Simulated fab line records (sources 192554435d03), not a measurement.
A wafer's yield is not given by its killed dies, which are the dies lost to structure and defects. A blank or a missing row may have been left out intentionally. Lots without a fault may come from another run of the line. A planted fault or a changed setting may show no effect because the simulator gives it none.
Matching of chambers ; flow n5-finfet ; N5_FIN_SAQP_ETCH_64 on rie-si-06: 4 sister chambers
The step etches SiO2 in CF4, target depth 1.5 nm. 8 wafers are shown with their chamber, then 10 later ones without.

## WAFERS WITH THEIR CHAMBER
wafer;chamber;throttle-valve-pct (%);drypump-motor-current-A (A)
L076.1;2;21.68;5.5
L079.3;3;21.87;5.7
L081.5;0;21.46;5.9
L084.2;1;21.90;6.5
L084.3;0;21.47;6.0
L084.5;2;21.68;5.6
L087.2;3;21.87;5.7
L087.3;1;21.89;6.5

## WAFERS MISSING THEIR CHAMBER
wafer;throttle-valve-pct (%);drypump-motor-current-A (A)
L087.5;21.71;5.6
L090.1;21.66;5.6
L090.3;21.47;6.0
L090.5;21.44;5.9
L092.3;21.90;6.5
L092.4;21.70;5.6
L092.6;21.67;5.6
L094.1;21.69;5.6
L094.5;21.45;6.0
L094.6;21.87;5.6

## WHICH CHAMBER EACH WENT THROUGH
wafer;from the rows above;in truth
L087.5;2;2
L090.1;2;2
L090.3;0;0
L090.5;0;0
L092.3;1;1
L092.4;2;2
L092.6;2;2
L094.1;2;2
L094.5;0;0
L094.6;3;3
10 of 10 placed correctly. Number that these rows cannot place: 0. 0 placed wrongly.
How it was worked out, from the rows above alone: a wafer's distance from a chamber is the root of the sum, over the readings, of the square of ((its reading less the chamber's mean) divided by the reading's scatter). The wafer belongs to the nearest chamber; if the next one is less than 2 further off, it can't be placed. The mean given for a chamber averages the wafers shown for that chamber. How the scatter is found: for the shown wafers, subtract from each reading the mean of its chamber, square and add these, divide the total by (wafers less chambers), then take the root.
